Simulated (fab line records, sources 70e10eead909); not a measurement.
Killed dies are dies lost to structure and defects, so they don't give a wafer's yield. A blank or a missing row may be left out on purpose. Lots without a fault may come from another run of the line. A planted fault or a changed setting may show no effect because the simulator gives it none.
fab line records | flow nand_harc
record lots=7 wafers=21 last_day=33
route steps=1302 shown A_BLC@1109 END@1302
lots that met no fault: from a run of the same line without faults
start_h: hours from the record's first day to the start of the lot's first wafer shown | wait_h: hours since the lot's step before | " the same as in the row above | L1.1+2: a row that stands for several wafers | - no value, or no start given | * or withheld: withheld | < > ~ a bound
route shown NAME@n: a module of which the file shows steps, and the number in the route of the first | usual: mean/standard deviation of fault-free wafers | same: alike in all rows | chamber/n: place in a boat | sites: the reading at each site | _std_site: their standard deviation | _edge_site: outer sites' mean less inner sites' | radius_mm: how far each site lies from the wafer's centre | mask NAME#n: copy n | behind: the tool/chamber that last shaped the wafer | hold: why the lot was held/for how many hours/how that ended | device: the transistor (n, p or np) that didn't switch | end of line: the same wafers' tests at the end of the route | a step without rows: its recipe alone | killed: dies lost to structure and defects at the first sort, not the wafer's yield | map: a wafer's dies, x killed, . not, _ none there
set.NAME: the setting as run; set.NAME@STEP: as run at that earlier step | model.NAME: the simulator's own value behind a step, which no gauge read
lots at some steps of the route; a table a step, a row a wafer
services: from which hour (start_h, from the record's first day; less than 0 if before it) a tool's chamber was out of use, for how many hours, and why
## steps
# step NHARC_A_BLC_COAT_02
# recipe temp_c=260 time_s=75
# step NHARC_A_BLC_COAT_03
# recipe temp_c=225 time_s=65
# step NHARC_A_BLC_COAT_04
# recipe spin_rpm=1500 resist_thk_nm=90
# step NHARC_A_BLC_SOFTBAKE_05
# recipe temp_c=105 time_s=55
# step NHARC_A_BLC_EBR_06
# step NHARC_A_BLC_EXPOSE_07
# recipe na=1.35 target_cd_nm=100 dose_mj=67.97 mask_id=A_BLC
# step NHARC_A_BLC_PEB_08
# recipe peb_temp_c=100 peb_time_s=65
# step NHARC_A_BLC_DEVELOP_09
# recipe develop_time_s=35 dev_temp_c=23
# step NHARC_A_BLC_CD_MEAS_10
# recipe target_cd_nm=100 landing_energy_ev=500
# usual cd_nm=100.2/0.56
# columns lot.wafer tool chamber start_h wait_h cd_nm
L801.1 cd_sem-01 0 538.29 - 100.1
L801.3 " 0 " " 99.7
L801.5 " 0 " " 100.2
L811.2 cd_sem-02 0 654.41 - 100.5
L811.3 " 0 " " 100.1
L811.4 " 0 " " 99.8
L812.1 cd_sem-01 0 667.01 - 100.0
L812.2 " 0 " " 100.7
L812.3 " 0 " " 100.2
L814.1 cd_sem-02 0 669.72 - 100.6
L814.4 " 0 " " 100.7
L814.5 " 0 " " 100.8
L815.1 cd_sem-03 0 697.74 - 99.0
L815.4 " 0 " " 99.6
L815.5 " 0 " " 99.4
L817.1 cd_sem-03 0 701.38 - 100.4
L817.4 " 0 " " 100.9
L817.6 " 0 " " 100.1
L821.1 cd_sem-01 0 751.64 - 100.4
L821.3 " 0 " " 100.8
L821.6 " 0 " " 101.6
# step NHARC_A_BLC_OVL_MEAS_11
# usual overlay_x_nm=0.0/0.88 overlay_y_nm=0.1/0.99
# columns lot.wafer tool chamber start_h wait_h overlay_x_nm overlay_y_nm
L801.1 overlay-01 - 538.38 - -0.5 -0.4
L801.3 " - " " -0.8 -0.3
L801.5 " - " " -1.4 0.0
L811.2 overlay-01 - 654.50 - 0.3 1.0
L811.3 " - " " 0.7 1.2
L811.4 " - " " 0.5 1.4
L812.1 overlay-02 - 667.10 - 0.3 0.6
L812.2 " - " " 0.8 0.1
L812.3 " - " " 0.3 0.2
L814.1 overlay-02 - 669.81 - 0.3 -0.2
L814.4 " - " " 1.1 -0.8
L814.5 " - " " 0.5 -1.5
L815.1 overlay-02 - 697.82 - 1.3 -1.0
L815.4 " - " " 1.3 -0.9
L815.5 " - " " 0.9 -1.4
L817.1 overlay-02 - 701.47 - -0.2 1.4
L817.4 " - " " 0.5 1.6
L817.6 " - " " 0.2 2.0
L821.1 overlay-02 - 751.74 - 1.0 -1.0
L821.3 " - " " 0.1 -0.9
L821.6 " - " " 0.3 -1.2
# step NHARC_A_BLC_INSPECT_12
# usual raw_defect_count=81/37
# columns lot.wafer tool chamber start_h wait_h raw_defect_count
L801.1 defect_inspect-01 - 538.41 0.0 73
L801.3 " - " " 69
L801.5 " - " " 66
L811.2 defect_inspect-01 - 654.54 0.0 76
L811.3 " - " " 82
L811.4 " - " " 79
L812.1 defect_inspect-02 - 667.13 0.0 90
L812.2 " - " " 115
L812.3 " - " " 82
L814.1 defect_inspect-02 - 669.84 0.0 146
L814.4 " - " " 120
L814.5 " - " " 137
L815.1 defect_inspect-01 - 697.88 0.1 123
L815.4 " - " " 112
L815.5 " - " " 94
L817.1 defect_inspect-02 - 701.50 0.0 31
L817.4 " - " " 37
L817.6 " - " " 36
L821.1 defect_inspect-01 - 751.77 0.0 92
L821.3 " - " " 96
L821.6 " - " " 86
# step NHARC_A_BLC_DESCUM_15
# recipe time_s=3 o2_flow_sccm=200 ar_flow_sccm=0 bias_power_w=0 chemistry=O2
# usual drypump_motor_current_A=5.7/0.48 mfc_ar_sccm=0.010/0.013 oes_product_au=0.996/0.011 rf_vpp_V=57.9/0.93 showerhead_plenum_p_Torr=1.92/0.096 throttle_valve_pct=11.311/0.0088
# columns lot.wafer tool chamber start_h wait_h drypump_motor_current_A mfc_ar_sccm oes_product_au rf_hours_counter_h rf_vpp_V showerhead_plenum_p_Torr throttle_valve_pct
L801.1 rie_diel-03 0 538.48 0.1 5.4 0 1.004 28 57.1 1.82 11.308
L801.3 " 3 " " 5.8 0 1.016 28 58.2 1.94 11.325
L801.5 " 0 " " 5.4 0 1.002 - 57.9 1.82 11.314
L811.2 rie_diel-06 3 654.60 0.1 5.9 0 0.980 10 58.9 2.06 11.297
L811.3 " 0 " " 6.0 0 0.991 10 59.1 2.05 11.316
L811.4 " 1 " " 4.9 0.018 0.997 9 58.2 1.82 11.309
L812.1 rie_diel-03 0 667.19 0.1 5.4 0 1.009 6 57.3 1.81 11.309
L812.2 " 1 " " 4.7 0.021 1.002 5 58.6 2.07 11.308
L812.3 " 3 " " 5.8 0 1.001 6 57.4 1.93 11.300
L814.1 rie_diel-07 3 669.90 0.1 5.2 0.024 1.006 1 57.4 1.86 11.314
L814.4 " 2 " " 6.4 0.000 0.988 1 56.2 1.86 11.302
L814.5 " 0 " " 5.4 0 1.017 - 57.0 1.80 11.317
L815.4 rie_diel-07 1 697.94 0.1 6.4 0.002 1.003 5 57.4 1.94 11.333
L815.1 " 3 " " 5.2 0.024 1.002 4 55.9 1.86 11.320
L815.5 " 1 " " 6.4 0.002 1.009 - 57.0 1.94 11.308
L817.1 rie_diel-06 1 701.57 0.1 5.0 0.018 0.984 2 56.9 1.82 11.325
L817.4 " 2 " " 5.7 0.035 0.990 1 57.1 1.93 11.309
L817.6 " 2 " " 5.7 0.035 0.987 - 57.0 1.93 11.320
L821.3 rie_diel-03 3 751.83 0.1 5.9 0 1.001 36 58.4 1.92 11.309
L821.1 " 1 " " 4.7 0.021 1.005 40 60.2 2.06 11.301
L821.6 " 3 " " 5.9 0 1.010 - 59.1 1.92 11.320
# step NHARC_A_BLC_ETCH_16
# recipe target_depth_a=390 over_etch_frac=0.3 time_s=65 ion_energy_ev=80 cf4_flow_sccm=150 ar_flow_sccm=0 rf_w=300 bias_w=100 chemistry=CF4
# usual bias_w=100.00/0.28 cf4_flow_sccm=150.0/0.44 drypump_motor_current_A=5.7/0.49 mfc_ar_sccm=0.010/0.013 oes_product_au=0.996/0.01 rf_vpp_V=151.4/1.3 showerhead_plenum_p_Torr=1.78/0.08 throttle_valve_pct=13.286/0.0083
# columns lot.wafer tool chamber start_h wait_h bias_w cf4_flow_sccm drypump_motor_current_A mfc_ar_sccm oes_product_au rf_hours_counter_h rf_vpp_V showerhead_plenum_p_Torr throttle_valve_pct
L801.3 rie_diel-03 3 538.57 0.1 99.87 149.8 5.8 0 1.006 28 150.9 1.79 13.280
L801.1 " 0 " " 99.94 149.5 5.4 0 0.998 28 149.8 1.69 13.273
L801.5 " 2 " " 100.15 149.2 5.8 0 0.988 - 152.7 1.78 13.286
L811.4 rie_diel-06 3 654.70 0.1 - - - - - - - - -
L811.3 " 0 " " - - - - - - - - -
L811.2 " 2 " " - - - - - - - - -
L812.3 rie_diel-03 2 667.37 0.1 - - - - - - - - -
L812.1 " 3 " " - - - - - - - - -
L812.2 " 0 " " - - - - - - - - -
L814.1 rie_diel-07 3 670.00 0.1 - - - - - - - - -
L814.4 " 0 " " - - - - - - - - -
L814.5 " 2 " " - - - - - - - - -
L815.1 rie_diel-07 2 698.03 0.1 99.97 149.0 6.4 0.000 0.996 5 147.8 1.72 13.287
L815.4 " 3 " " 100.04 149.3 5.2 0.024 1.011 4 149.9 1.72 13.281
L815.5 " 1 " " 100.25 149.9 6.4 0.002 1.011 - 151.5 1.79 13.282
L817.1 rie_diel-06 3 701.66 0.1 100.14 149.9 5.8 0 0.990 1 152.3 1.89 13.299
L817.4 " 0 " " 99.72 149.8 5.9 0 0.980 2 153.3 1.88 13.273
L817.6 " 3 " " 100.01 149.5 5.8 0 0.976 - 153.2 1.89 13.289
L821.3 rie_diel-03 2 751.93 0.1 100.01 149.6 5.8 0 0.981 35 150.8 1.76 13.282
L821.1 " 3 " " 100.03 150.1 5.9 0 0.997 36 151.5 1.78 13.305
L821.6 " 2 " " 100.45 150.1 5.8 0 0.986 - 151.6 1.76 13.283
# step NHARC_A_BLC_ETCH_17
# recipe target_depth_a=3900 over_etch_frac=0.25 time_s=609.38 ion_energy_ev=200 n2_flow_sccm=150 h2_flow_sccm=150 ar_flow_sccm=0 rf_w=400 bias_w=150 chemistry=N2/H2
# usual bias_w=150.0/0.47 chamber_pressure_mTorr=30.003/0.027 drypump_motor_current_A=5.6/0.49 mfc_ar_sccm=0.010/0.013 oes_product_au=0.995/0.011 rf_vpp_V=431/3.1 showerhead_plenum_p_Torr=2.05/0.1 throttle_valve_pct=14.172/0.0091
# columns lot.wafer tool chamber start_h wait_h bias_w chamber_pressure_mTorr drypump_motor_current_A mfc_ar_sccm oes_product_au rf_hours_counter_h rf_vpp_V showerhead_plenum_p_Torr throttle_valve_pct
L801.3 rie_diel-03 0 - - 150.3 30.032 5.4 0 1.011 28 428 1.94 14.153
L801.1 " 2 " " 149.4 30.036 5.8 0 0.998 13 431 2.05 14.170
L801.5 " 0 " " 150.2 30.040 5.4 0 1.015 - 427 1.94 14.161
L811.4 rie_diel-06 1 654.79 0.1 150.7 29.973 4.9 0.018 1.005 10 428 1.93 14.167
L811.2 " 2 " " 149.4 29.985 5.7 0.035 0.985 10 430 2.06 14.153
L811.3 " 0 " " 149.5 29.969 6.0 0 1.005 10 434 2.18 14.181
L812.3 rie_diel-03 2 667.45 0.1 150.6 29.972 5.9 0 0.982 5 432 2.04 14.168
L812.2 " 0 " " 149.7 30.018 5.5 0 1.009 6 428 1.93 14.180
L812.1 " 1 " " 150.4 29.988 4.7 0.021 1.008 5 436 2.22 14.163
L814.4 rie_diel-07 1 670.12 0.1 150.3 30.012 6.4 0.002 1.011 1 433 2.07 14.177
L814.1 " 2 " " 150.0 29.978 6.3 0.000 0.991 1 430 1.98 14.166
L814.5 " 1 " " 149.4 29.988 6.4 0.002 1.005 - 432 2.07 14.160
L815.4 rie_diel-07 3 - - 150.6 30.017 5.2 0.024 1.002 4 430 1.98 14.164
L815.1 " 0 " " 150.0 29.996 5.5 0 1.007 4 426 1.91 14.175
L815.5 " 0 " " 149.1 29.969 5.4 0 1.006 - 428 1.91 14.180
L817.4 rie_diel-06 1 - - 150.7 30.015 4.9 0.018 0.984 2 427 1.93 14.173
L817.1 " 3 " " 150.4 29.908 5.9 0 0.970 1 433 2.20 14.164
L817.6 " 2 " " 150.3 29.975 5.7 0.035 0.969 - 432 2.06 14.176
L821.1 rie_diel-03 2 - - 149.8 30.060 5.8 0 0.984 35 429 2.03 14.147
L821.3 " 0 " " 149.5 30.019 5.4 0 1.003 39 427 1.92 14.169
L821.6 " 1 " " 149.9 30.024 4.7 0.021 0.997 - 435 2.20 14.171
# step NHARC_END_SORT_01
# recipe temp_c=25
# usual killed_at_array=55/20 killed_at_other=0.7/0.96 killed_at_periphery=4.1/2.4 killed_dies=60/20 killed_open=3.3/1.9 killed_short=2.8/1.6
# same gross_dies=677
# columns lot.wafer tool chamber start_h wait_h killed_at_array killed_at_other killed_at_periphery killed_dies killed_open killed_short
L811.2 prober-01 0 698.71 2.8 673 1 3 677 1 2
L811.3 prober-01 0 699.52 3.1 666 1 10 677 3 1
L811.4 prober-01 0 700.32 3.4 670 1 6 677 2 3
L814.1 prober-01 0 713.46 2.5 673 2 2 677 3 6
L814.4 prober-01 0 715.86 3.4 673 2 2 677 3 3
L814.5 prober-01 0 716.67 3.7 671 3 3 677 4 5
L812.1 prober-02 0 713.48 2.5 675 0 2 677 0 4
L812.2 prober-02 0 714.28 2.8 668 1 8 677 8 3
L812.3 prober-02 0 715.08 3.1 674 0 3 677 8 3
# killed by level:class
L811.2 A_BLC:area_etch=624 A_SLIT:chamber_film_flake=34 A_CHANNEL_HOLE_D1:chamber_film_flake=6 A_STAIRCASE:chamber_film_flake=4 A_WL_FILL:chamber_film_flake=2 A_CHANNEL_FILL_D1:geometric_particle:open=1 A_CHANNEL_FILL_D1:geometric_particle:short=1 A_M0:geometric_particle:short=1
L811.3 A_BLC:area_etch=607 A_SLIT:chamber_film_flake=39 A_STAIRCASE:chamber_film_flake=10 P_M0:chamber_film_flake=4 P_BONDPAD:chamber_film_flake=3 A_SGD_CUT:chamber_film_flake=3 A_CHANNEL_HOLE_D1:chamber_film_flake=2 P_M0:geometric_particle:open=1
L811.4 A_BLC:area_etch=625 A_SLIT:chamber_film_flake=27 A_STAIRCASE:chamber_film_flake=6 A_CHANNEL_HOLE_D1:chamber_film_flake=4 A_WL_FILL:chamber_film_flake=3 P_M0:geometric_particle:open=2 P_M0:geometric_particle:short=1 A_ONON_D2:geometric_particle:short=1
L814.1 A_BLC:area_etch=580 A_CHANNEL_HOLE_D1:chamber_film_flake=28 A_SLIT:chamber_film_flake=27 A_CHANNEL_HOLE_D2:chamber_film_flake=24 A_CONTACT:chamber_film_flake=3 A_BLC:chamber_film_flake=3 A_CHANNEL_FILL_D1:geometric_particle:open=2 THIN_TSV:chamber_film_flake=2
L812.1 A_BLC:area_etch=610 A_CHANNEL_HOLE_D1:chamber_film_flake=29 A_CHANNEL_HOLE_D2:chamber_film_flake=21 A_CONTACT:chamber_film_flake=4 A_SLIT:chamber_film_flake=3 A_STAIRCASE:chamber_film_flake=3 A_ONON_D1:geometric_particle:short=2 A_DECK1_JOINT:geometric_particle:short=1
L812.2 A_BLC:area_etch=596 A_CHANNEL_HOLE_D1:chamber_film_flake=34 A_CHANNEL_HOLE_D2:chamber_film_flake=23 A_STAIRCASE:chamber_film_flake=4 P_GATE:chamber_film_flake=3 P_CONTACT:geometric_particle:open=2 A_ONON_D2:geometric_particle:open=2 A_M0:geometric_particle:open=2
L812.3 A_BLC:area_etch=611 A_CHANNEL_HOLE_D1:chamber_film_flake=26 A_CHANNEL_HOLE_D2:chamber_film_flake=20 A_M0:geometric_particle:open=3 A_CONTACT:chamber_film_flake=3 P_CONTACT:geometric_particle:open=2 A_ONON_D1:geometric_particle:open=2 A_STAIRCASE:chamber_film_flake=2
L814.4 A_BLC:area_etch=590 A_CHANNEL_HOLE_D1:chamber_film_flake=26 A_SLIT:chamber_film_flake=23 A_CHANNEL_HOLE_D2:chamber_film_flake=19 A_CONTACT:chamber_film_flake=5 A_STAIRCASE:chamber_film_flake=3 THIN_TSV:chamber_film_flake=2 A_BLC:chamber_film_flake=2
L814.5 A_BLC:area_etch=597 A_CHANNEL_HOLE_D1:chamber_film_flake=27 A_SLIT:chamber_film_flake=18 A_CHANNEL_HOLE_D2:chamber_film_flake=11 A_STAIRCASE:chamber_film_flake=5 THIN_TSV:chamber_film_flake=3 A_CONTACT:chamber_film_flake=3 P_M0:geometric_particle:open=1
# map L811.2 (x killed, . not)
____________x____________
_________xxxxxxx_________
_______xxxxxxxxxxx_______
______xxxxxxxxxxxxx______
_____xxxxxxxxxxxxxxx_____
____xxxxxxxxxxxxxxxxx____
____xxxxxxxxxxxxxxxxx____
___xxxxxxxxxxxxxxxxxxx___
___xxxxxxxxxxxxxxxxxxx___
__xxxxxxxxxxxxxxxxxxxxx__
__xxxxxxxxxxxxxxxxxxxxx__
_xxxxxxxxxxxxxxxxxxxxxxx_
_xxxxxxxxxxxxxxxxxxxxxxx_
_xxxxxxxxxxxxxxxxxxxxxxx_
_xxxxxxxxxxxxxxxxxxxxxxx_
_xxxxxxxxxxxxxxxxxxxxxxx_
xxxxxxxxxxxxxxxxxxxxxxxxx
xxxxxxxxxxxxxxxxxxxxxxxxx
xxxxxxxxxxxxxxxxxxxxxxxxx
xxxxxxxxxxxxxxxxxxxxxxxxx
xxxxxxxxxxxxxxxxxxxxxxxxx
_xxxxxxxxxxxxxxxxxxxxxxx_
_xxxxxxxxxxxxxxxxxxxxxxx_
_xxxxxxxxxxxxxxxxxxxxxxx_
_xxxxxxxxxxxxxxxxxxxxxxx_
_xxxxxxxxxxxxxxxxxxxxxxx_
__xxxxxxxxxxxxxxxxxxxxx__
__xxxxxxxxxxxxxxxxxxxxx__
___xxxxxxxxxxxxxxxxxxx___
___xxxxxxxxxxxxxxxxxxx___
____xxxxxxxxxxxxxxxxx____
____xxxxxxxxxxxxxxxxx____
_____xxxxxxxxxxxxxxx_____
______xxxxxxxxxxxxx______
_______xxxxxxxxxxx_______
_________xxxxxxx_________
____________x____________
# map L812.1 (x killed, . not)
____________x____________
_________xxxxxxx_________
_______xxxxxxxxxxx_______
______xxxxxxxxxxxxx______
_____xxxxxxxxxxxxxxx_____
____xxxxxxxxxxxxxxxxx____
____xxxxxxxxxxxxxxxxx____
___xxxxxxxxxxxxxxxxxxx___
___xxxxxxxxxxxxxxxxxxx___
__xxxxxxxxxxxxxxxxxxxxx__
__xxxxxxxxxxxxxxxxxxxxx__
_xxxxxxxxxxxxxxxxxxxxxxx_
_xxxxxxxxxxxxxxxxxxxxxxx_
_xxxxxxxxxxxxxxxxxxxxxxx_
_xxxxxxxxxxxxxxxxxxxxxxx_
_xxxxxxxxxxxxxxxxxxxxxxx_
xxxxxxxxxxxxxxxxxxxxxxxxx
xxxxxxxxxxxxxxxxxxxxxxxxx
xxxxxxxxxxxxxxxxxxxxxxxxx
xxxxxxxxxxxxxxxxxxxxxxxxx
xxxxxxxxxxxxxxxxxxxxxxxxx
_xxxxxxxxxxxxxxxxxxxxxxx_
_xxxxxxxxxxxxxxxxxxxxxxx_
_xxxxxxxxxxxxxxxxxxxxxxx_
_xxxxxxxxxxxxxxxxxxxxxxx_
_xxxxxxxxxxxxxxxxxxxxxxx_
__xxxxxxxxxxxxxxxxxxxxx__
__xxxxxxxxxxxxxxxxxxxxx__
___xxxxxxxxxxxxxxxxxxx___
___xxxxxxxxxxxxxxxxxxx___
____xxxxxxxxxxxxxxxxx____
____xxxxxxxxxxxxxxxxx____
_____xxxxxxxxxxxxxxx_____
______xxxxxxxxxxxxx______
_______xxxxxxxxxxx_______
_________xxxxxxx_________
____________x____________
## services
# columns tool chamber start_h hours kind
rie_diel-03 0 516.48 - clean
rie_diel-03 1 516.48 - clean
rie_diel-03 2 516.48 - clean
rie_diel-03 3 516.48 - clean
rie_diel-07 3 524.02 6.2 repair
rie_diel-03 0 540.98 - clean
rie_diel-03 1 540.98 - clean
rie_diel-03 2 540.98 - clean
rie_diel-03 3 540.98 - clean
rie_diel-03 - 565.19 7.5 repair
rie_diel-03 0 590.08 - clean
rie_diel-03 1 590.08 - clean
rie_diel-06 1 609.44 2.8 repair
rie_diel-06 3 634.62 7.7 repair
rie_diel-03 - 635.48 9.0 pm
rie_diel-06 2 636.69 6.9 repair
rie_diel-07 - 649.24 9.0 pm
rie_diel-06 3 658.72 21.6 repair
rie_diel-06 - 661.23 9.0 pm
rie_diel-03 0 671.03 6.0 repair
rie_diel-07 2 707.56 5.1 repair
rie_diel-03 2 716.68 6.0 repair
rie_diel-07 0 723.26 7.1 repair
rie_diel-07 3 727.41 4.6 repair
## key
first_sign step=NHARC_A_BLC_ETCH_16 reading=tool_record direction=missing
effect step=NHARC_END_SORT_01 reading=killed_dies direction=up sigmas=31 usual=60 struck=677
more_kills_born_at NHARC_A_BLC_ETCH_16@rie_diel-06=1856 NHARC_A_BLC_ETCH_16@rie_diel-03=1817 NHARC_A_BLC_ETCH_16@rie_diel-07=1768
met_at NHARC_A_BLC_ETCH_16
struck_wafers L811.2,L811.3,L811.4,L812.1,L812.2,L812.3,L814.1,L814.4,L814.5
later_rows_left_out L811.2,L811.3,L811.4,L812.1,L812.2,L812.3,L814.1,L814.4,L814.5
tester_left_out L811,L812,L814
onset_between 538.57 654.70
fault kind=skipped_step_whole tool=rie_diel-03,rie_diel-06,rie_diel-07 chamber=- onset_h=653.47 steps=NHARC_A_BLC_ETCH_16 scope=struck_lots_only
# tester_left_out: of these lots the tester's yield and bins aren't shown, on N5 and GAA mostly nor the transistor test; their killed dies are dies lost to structure and defects alone, not to doping, threshold or leakage, so they don't give the yield
# later_rows_left_out: the simulator's readings of these wafers behind a module that went badly wrong aren't trusted and aren't shown, but for the sort
